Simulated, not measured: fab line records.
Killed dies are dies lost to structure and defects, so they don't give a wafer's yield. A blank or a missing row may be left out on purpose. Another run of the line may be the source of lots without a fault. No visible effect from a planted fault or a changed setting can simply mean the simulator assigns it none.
Which of the tools did it? -- flow nandHarc -- Sampling: 11 lots, 33 wafers, 5 of 1302 route steps

## WHAT THE GAUGES SHOWED, per wafer
NHARC_P_M0_CD_MEAS_16. Usual: cdNm reads 89.7 nm (standard deviation 0.97).
lot,measured,on,cdNm (nm),flag
L805,day 6 04:52,cdSem-01,91.0 89.4 90.2,
L808,day 7 15:58,cdSem-03,89.3 89.8 89.8,
L810,day 8 15:08,cdSem-02,89.7 90.1 89.5,
L811,day 8 20:50,cdSem-03,90.4 90.0 89.5,
L816,day 11 00:14,cdSem-01,90.1 90.3 90.6,
L818,day 12 05:41,cdSem-01,89.3 89.1 89.4,
L819,day 12 06:22,cdSem-02,87.8 88.7 89.6,
L820,day 12 23:31,cdSem-03,91.2 90.1 90.7,
L822,day 13 08:56,cdSem-03,89.6 87.2 88.6,
L823,day 13 22:22,cdSem-02,90.6 91.1 90.2,
L825,day 14 18:25,cdSem-02,89.2 91.3 89.8,

NHARC_END_SORT_01. Usual: value, then standard deviation, for each; defectLimitedYield 90.9 % / 2.7; killedAtArray 57 / 19; killedAtOther 0.9 / 1.1; killedAtPeriphery 4.0 / 2.6; killedDies 62 / 19; killedOpen 3.3 / 1.8; killedShort 2.4 / 1.7.
lot,measured,on,defectLimitedYield (%),killedAtArray,killedAtOther,killedAtPeriphery,killedDies,killedOpen,killedShort,flag
L816,day 29 16:26,prober-02,91.1 92.8 91.9,53 45 45,1 0 1,6 4 9,60 49 55,2 3 5,0 0 1,
L819,day 30 14:55,prober-02,87.3 88.0 88.2,83 79 76,1 1 0,2 1 4,86 81 80,2 2 7,4 1 2,
L820,day 31 03:48,prober-01,91.6 92.3 91.7,51 44 47,1 2 4,5 6 5,57 52 56,2 5 5,2 3 2,
L822,day 31 06:31,prober-02,94.8 89.7 89.5,29 66 65,2 2 1,4 2 5,35 70 71,2 1 4,3 4 2,
L823,day 32 09:39,prober-01,88.0,73,2,6,81,4,2,
L825,day 33 03:35,prober-02,94.5 93.8 94.2,33 37 38,0 1 0,4 4 1,37 42 39,4 2 4,0 1 2,

## WHICH TOOL RAN EACH LOT (tool, then ch and the chambers of the sampled wafers, then the start)
lot,NHARC_P_M0_ETCH_34,NHARC_P_M0_DEP_32,NHARC_P_M1_ETCH_35
L805,"rieDiel-08 ch 1,2, day 6 04:38","pecvd-04 ch 0,1,2, day 6 07:16","rieDiel-11 ch 1,2,3, day 6 08:43"
L808,"rieDiel-13 ch 2,3, day 7 15:44","pecvd-03 ch 0,2, day 7 18:19","rieDiel-05 ch 0,1,3, day 7 19:47"
L810,"rieDiel-08 ch 0,1,3, day 8 14:49","pecvd-01 ch 0,2, day 8 17:29","rieDiel-05 ch 0,3, day 8 18:50"
L811,"rieDiel-13 ch 1,2,3, day 8 20:37","pecvd-01 ch 0,1,2, day 8 23:08","rieDiel-11 ch 0,1,3, day 9 00:31"
L816,"rieDiel-08 ch 1,2,3, day 11 00:02","pecvd-01 ch 0,2, day 11 02:34","rieDiel-11 ch 1,3, day 11 03:57"
L818,"rieDiel-13 ch 0,1,2, day 12 05:29","pecvd-03 ch 0,1,2, day 12 08:01","rieDiel-11 ch 1,3, day 12 09:31"
L819,"rieDiel-04 ch 0,2, day 12 06:09","pecvd-01 ch 0,1, day 12 08:41","rieDiel-05 ch 0,3, day 12 10:13"
L820,"rieDiel-08 ch 0,1,2, day 12 23:17","pecvd-01 ch 1,2, day 13 01:58","rieDiel-05 ch 1,2,3, day 13 03:25"
L822,"rieDiel-13 ch 0,1,3, day 13 08:44","pecvd-03 ch 0,1,2, day 13 11:16","rieDiel-05 ch 0,1, day 13 12:43"
L823,"rieDiel-08 ch 0,1,2, day 13 22:08","pecvd-04 ch 0,1,2, day 14 00:49","rieDiel-05 ch 1,2,3, day 14 02:13"
L825,"rieDiel-13 ch 0,1,3, day 14 18:12","pecvd-01 ch 0,1, day 14 20:44","rieDiel-05 ch 0,3, day 14 22:09"
- NHARC_P_M0_ETCH_34: etches the open film in N2/H2, target depth 40 nm, overetch 12 nm, time 43.94 s.
- NHARC_P_M0_DEP_32: deposits SiCN, target thk 30 nm.
- NHARC_P_M1_ETCH_35: etches the open film in N2/H2, target depth 40 nm, overetch 12 nm, time 43.94 s.

## WHAT THE TOOLS THEMSELVES READ (means of the sampled wafers that have a number; where no wafer has one, the mark that the record gives instead)
NHARC_P_M0_ETCH_34. Usual: value, then standard deviation, for each; drypumpMotorCurrentA 5.8 A / 0.44; n2FlowSccm 150.0 sccm / 0.48; oesProductAu 1.001 a.u. / 0.01; rfVppV 430.7 V / 2.5; runLengthS 65.2 s / 0.53; showerheadPlenumPTorr 2.05 Torr / 0.088; throttleValvePct 14.170 % / 0.0091.
lot,tool,drypumpMotorCurrentA (A),n2FlowSccm (sccm),oesProductAu (a.u.),rfVppV (V),runLengthS (s),showerheadPlenumPTorr (Torr),throttleValvePct (%),flag
L805,rieDiel-08,5.7,149.9,1.002,430.2,65.0,2.02,14.163,
L808,rieDiel-13,5.0,149.5,0.999,430.8,65.1,2.05,14.170,
L810,rieDiel-08,6.0,150.2,0.996,427.5,65.1,1.95,14.158,
L811,rieDiel-13,5.4,150.3,0.994,431.2,65.3,2.07,14.169,
L816,rieDiel-08,5.8,150.1,0.992,433.1,65.1,2.17,14.171,
L818,rieDiel-13,5.7,149.7,0.999,430.2,65.7,2.04,14.171,
L819,rieDiel-04,6.0,150.3,1.003,426.6,65.0,1.90,14.169,
L820,rieDiel-08,5.9,150.2,0.994,433.0,65.5,2.12,14.176,
L822,rieDiel-13,5.8,149.7,1.002,431.7,65.6,2.09,14.178,
L823,rieDiel-08,5.9,150.1,1.000,432.9,65.1,2.12,14.173,
L825,rieDiel-13,5.8,150.2,1.010,431.9,65.4,2.09,14.173,

NHARC_P_M0_DEP_32. Usual: chamberPressureTorr 3.001 Torr, standard deviation 0.0067; heaterPowerW 551 W, standard deviation 76; showerheadVppV 1308 V, standard deviation 57; susceptorTempC 370.00 C, standard deviation 0.22.
lot,tool,chamberPressureTorr (Torr),heaterPowerW (W),showerheadVppV (V),susceptorTempC (C),flag
L805,pecvd-04,3.004,581,1277,369.95,
L808,pecvd-03,3.005,583,1301,369.94,
L810,pecvd-01,2.999,471,1304,370.05,
L811,pecvd-01,2.995,529,1301,370.15,
L816,pecvd-01,3.007,520,1354,370.05,
L818,pecvd-03,3.004,582,1334,370.02,
L819,pecvd-01,3.001,597,1300,369.93,
L820,pecvd-01,2.997,488,1275,370.12,
L822,pecvd-03,2.993,594,1348,369.72,
L823,pecvd-04,2.998,561,1283,370.00,
L825,pecvd-01,3.003,620,1296,369.90,

NHARC_P_M1_ETCH_35. Usual: value, then standard deviation, for each; drypumpMotorCurrentA 5.7 A / 0.3; n2FlowSccm 150.1 sccm / 0.42; oesProductAu 1.005 a.u. / 0.01; rfVppV 430.7 V / 2.4; runLengthS 65.4 s / 0.56; showerheadPlenumPTorr 2.05 Torr / 0.083; throttleValvePct 14.171 % / 0.0095.
lot,tool,drypumpMotorCurrentA (A),n2FlowSccm (sccm),oesProductAu (a.u.),rfVppV (V),runLengthS (s),showerheadPlenumPTorr (Torr),throttleValvePct (%),flag
L805,rieDiel-11,5.7,150.0,0.998,433.8,65.0,2.15,14.177,
L808,rieDiel-05,5.6,150.4,1.006,428.9,65.3,1.99,14.171,
L810,rieDiel-05,5.5,150.2,1.018,429.4,58.6,2.00,14.166,OFF
L811,rieDiel-11,5.8,150.4,1.014,432.8,65.0,2.12,14.175,
L816,rieDiel-11,6.0,149.7,1.011,433.4,65.4,2.15,14.169,
L818,rieDiel-11,6.0,149.8,0.993,433.2,64.9,2.15,14.169,
L819,rieDiel-05,5.5,150.0,1.015,429.4,65.5,1.99,14.170,
L820,rieDiel-05,5.8,150.1,1.008,428.1,65.8,1.96,14.164,
L822,rieDiel-05,5.7,150.2,1.010,428.2,64.9,1.99,14.174,
L823,rieDiel-05,5.8,150.0,1.009,428.5,65.8,1.96,14.175,
L825,rieDiel-05,5.5,150.1,1.010,429.8,65.7,1.99,14.165,

## THE ANSWER, worked out from the rows above alone
Rule: a lot counts as off when the mean over its wafers that have a number is more than 3 standard deviations away from the usual mean. A lot without any number at a reading at which 4 lots or more have one is off too. All remaining lots with rows at the step are treated as sound. First the gauges in route order, then the tools' own readings, where a lot's mean is used as printed above. At the first step where some lot is off, the reading lying furthest off is the one used; lots without a number count as furthest.
Off: L810 (NHARC_P_M1_ETCH_35, runLengthS).
A tool fits if, at that step or a process step before it, it ran every lot that is off, and no sound lot after the first of them. Of those tried, none fits.

## WHAT THE SIMULATOR HAD PUT IN
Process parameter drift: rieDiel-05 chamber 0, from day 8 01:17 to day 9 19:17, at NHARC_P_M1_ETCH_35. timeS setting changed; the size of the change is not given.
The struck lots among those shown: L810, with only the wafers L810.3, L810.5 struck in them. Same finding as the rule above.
